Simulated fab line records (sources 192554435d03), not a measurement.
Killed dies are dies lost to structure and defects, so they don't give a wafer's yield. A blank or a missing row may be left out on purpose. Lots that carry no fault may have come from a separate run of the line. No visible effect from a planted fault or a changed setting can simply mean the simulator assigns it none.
Chamber matching | flow n5 finfet | rie diel-02 running N5_BEOL_M8_STRIP_36: 4 sister chambers
The step strips in N2/H2. 18 wafers are shown with their chamber, then 9 later ones without.

## WAFERS WITH THEIR CHAMBER
wafer  | chamber | showerhead plenum p Torr (Torr) | drypump motor current A (A) | throttle valve pct (%)
L075.2 | 0       | 2.53                            | 5.4                         | 23.8
L075.4 | 1       | 2.48                            | 5.1                         | 23.7
L075.6 | 0       | 2.53                            | 5.4                         | 23.8
L082.1 | 1       | 2.47                            | 5.0                         | 23.7
L082.3 | 2       | 2.48                            | 5.1                         | 24.2
L082.5 | 1       | 2.47                            | 5.1                         | 23.7
L080.2 | 1       | 2.47                            | 5.1                         | 23.8
L080.5 | 0       | 2.52                            | 5.4                         | 23.9
L080.6 | 3       | 2.63                            | 5.4                         | 23.5
L085.1 | 0       | 2.52                            | 5.4                         | 23.8
L085.2 | 1       | 2.47                            | 5.1                         | 23.8
L085.6 | 1       | 2.47                            | 5.1                         | 23.8
L083.1 | 2       | 2.48                            | 5.1                         | 24.3
L083.3 | 3       | 2.63                            | 5.4                         | 23.5
L083.4 | 0       | 2.52                            | 5.4                         | 23.9
L087.3 | 2       | 2.48                            | 5.1                         | 24.3
L087.4 | 1       | 2.47                            | 5.1                         | 23.7
L087.5 | 2       | 2.48                            | 5.1                         | 24.3

SIGNATURES (averages over the wafers above)
reading                  | chamber 0 | chamber 1 | chamber 2 | chamber 3 | scatter within a chamber
showerhead plenum p Torr | 2.5240    | 2.4714    | 2.4800    | 2.6300    | 0.00383
drypump motor current A  | 5.400     | 5.086     | 5.100     | 5.400     | 0.0247
throttle valve pct       | 23.840    | 23.743    | 24.275    | 23.500    | 0.0512
Rule: distance of a wafer from a chamber = root of the sum over the readings of ((wafer's reading minus chamber's mean) / reading's scatter) squared. If the next closest chamber is less than 2 further off than the closest, the wafer can't be placed; otherwise it belongs to the closest. The scatter is the square root of a quotient: the sum, over the shown wafers, of each reading's squared deviation from its chamber's mean, divided by wafers minus chambers.

## WAFERS MISSING THEIR CHAMBER
wafer  | showerhead plenum p Torr (Torr) | drypump motor current A (A) | throttle valve pct (%)
L089.2 | 2.52                            | 5.4                         | 23.9
L089.3 | 2.47                            | 5.1                         | 24.3
L089.5 | 2.47                            | 5.1                         | 24.3
L090.3 | 2.46                            | 5.1                         | 23.7
L090.4 | 2.63                            | 5.4                         | 23.5
L090.5 | 2.63                            | 5.4                         | 23.5
L092.1 | 2.47                            | 5.1                         | 24.3
L092.2 | 2.51                            | 5.4                         | 23.9
L092.3 | 2.63                            | 5.4                         | 23.5

## CHAMBER TAKEN BY EACH
wafer  | from the rows above | in truth
L089.2 | 0                   | 0
L089.3 | 2                   | 2
L089.5 | 2                   | 2
L090.3 | 1                   | 1
L090.4 | 3                   | 3
L090.5 | 3                   | 3
L092.1 | 2                   | 2
L092.2 | 0                   | 0
L092.3 | 3                   | 3
Correctly placed: 9 of 9. Number that these rows cannot place: 0. 0 placed wrongly.
